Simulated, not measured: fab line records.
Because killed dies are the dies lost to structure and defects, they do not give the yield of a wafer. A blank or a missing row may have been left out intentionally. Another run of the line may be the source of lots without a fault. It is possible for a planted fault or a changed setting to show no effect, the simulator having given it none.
Split-lot experiment | flow n5-finfet | route with 1938 steps; 7 lots, 21 wafers read

== ON THE SPLIT ==
At N5_BEOL_M14_EXPOSE_25 (exposes mask M14, target cd 280 nm), the setting dose-mj was moved away from the recipe's 26.6 on 8 of the 21 wafers read, by -7.2% to -3.6%. For the rest of the wafers, this setting stayed at what the recipe calls for.

== FROM THE SPLIT TO THE READING: what the file shows between them, 3 steps ==
- N5_BEOL_M14_PEB_26: peb time 90 s
- N5_BEOL_M14_DEVELOP_27: develop time 45 s
- N5_BEOL_M14_HARDBAKE_32: time 120 s

== THE READING ==
cd-nm at N5_BEOL_M14_CD_MEAS_28, given in nm (cd target 284.4 nm). A value of 283.1 nm with a standard deviation of 1.2 nm is what fault-free wafers of this fab line usually give.

wafer  | tool, chamber at the split | dose-mj as run | against the recipe | cd-nm, nm | against lot-mates on the recipe
L076.1 | krf-scanner-02, 0          | 26.6           | recipe             | 280.7     | -
L076.2 | krf-scanner-02, 0          | 26.6           | recipe             | 284.2     | -
L076.4 | krf-scanner-02, 0          | 24.69          | -7.2%              | 269.7     | -12.8
L080.1 | krf-scanner-02, 0          | 26.6           | recipe             | 283.5     | -
L080.4 | krf-scanner-02, 0          | 25.13          | -5.5%              | 274.1     | -10.2
L080.6 | krf-scanner-02, 0          | 26.6           | recipe             | 285.2     | -
L079.2 | krf-scanner-02, 0          | 26.6           | recipe             | 283.2     | -
L079.5 | krf-scanner-02, 0          | 26.6           | recipe             | 285.0     | -
L079.6 | krf-scanner-02, 0          | 26.6           | recipe             | 281.7     | -
L092.4 | krf-scanner-02, 0          | 25.3           | -4.9%              | 273.6     | -8.2
L092.5 | krf-scanner-02, 0          | 26.6           | recipe             | 281.8     | -
L092.6 | krf-scanner-02, 0          | 25.3           | -4.9%              | 275.1     | -6.7
L093.2 | krf-scanner-01, 0          | 25.63          | -3.6%              | 277.0     | -6.3
L093.3 | krf-scanner-01, 0          | 25.63          | -3.6%              | 276.9     | -6.4
L093.4 | krf-scanner-01, 0          | 26.6           | recipe             | 283.3     | -
L094.4 | krf-scanner-01, 0          | 26.6           | recipe             | 283.9     | -
L094.5 | krf-scanner-01, 0          | 26.6           | recipe             | 282.0     | -
L094.6 | krf-scanner-01, 0          | 26.6           | recipe             | 282.3     | -
L096.1 | krf-scanner-01, 0          | 24.79          | -6.8%              | 269.8     | -13.1
L096.2 | krf-scanner-01, 0          | 24.79          | -6.8%              | 271.4     | -11.5
L096.4 | krf-scanner-01, 0          | 26.6           | recipe             | 282.9     | -

THE FIT
A straight line over all 21 wafers: cd-nm changes by +1.79 nm for each +1% of dose-mj; r = +0.98; the points scatter about the line by 1.2 nm.
The same after taking each lot's own level away (the mean of its wafers on the recipe; 21 wafers): +1.75 nm for each +1%; r = +0.98; scatter 1 nm.
Per that fit: largest dose-mj move, reading shift of 13 nm.
Measured against the standard deviation above, the lots' own levels, which go from 281.80 to 284.35 nm, span 2.1 times it.
Consequently the slope shifts little with the lot-to-lot level, the two slopes agreeing.
Check: -12.5 nm against its lot-mates is what the line predicts for one of the wafers moved furthest among these (-7.2%) when that wafer is left out of the fit. It came out at -12.8 nm against them.

== FURTHER SPLITS ON THESE WAFERS ==
Other splits were also applied to these wafers ahead of the reading. Each is held against what the fit with the lots' levels taken away leaves over:
other split on the same wafers | wafers away from the commonest value | r with cd-nm (lot level and that fit taken away)
N5_BEOL_M12_ETCH_68 time-s     | 8                                    | -0.22
N5_BEOL_M14_COAT_66 spin-rpm   | 7                                    | -0.19

== THE WHOLE CHAIN: every reading that the file lists as answering this split, in the file's order ==
step                   | what it does                                           | reading                                                         | change (the file's fit)              | r (the file's)
N5_BEOL_M14_CD_MEAS_28 | target cd 284.4 nm                                     | cd-nm                                                           | +1.76 nm for each +1% of the setting | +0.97
N5_BEOL_M14_DESCUM_33  | chemistry O2, time 7.9 s                               | BEOL_M14.cd-nm (the simulator's own value, which no gauge read) | +1.75 nm for each +1% of the setting | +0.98
N5_BEOL_M14_ETCH_67    | etches SiARC in CF4, target depth 143 nm, time 238.3 s | BEOL_M14.cd-nm (the simulator's own value, which no gauge read) | +1.74 nm for each +1% of the setting | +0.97

== FILE'S OWN FIT ==
cd-nm changes by +1.76 nm for each +1% of dose-mj, r = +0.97.
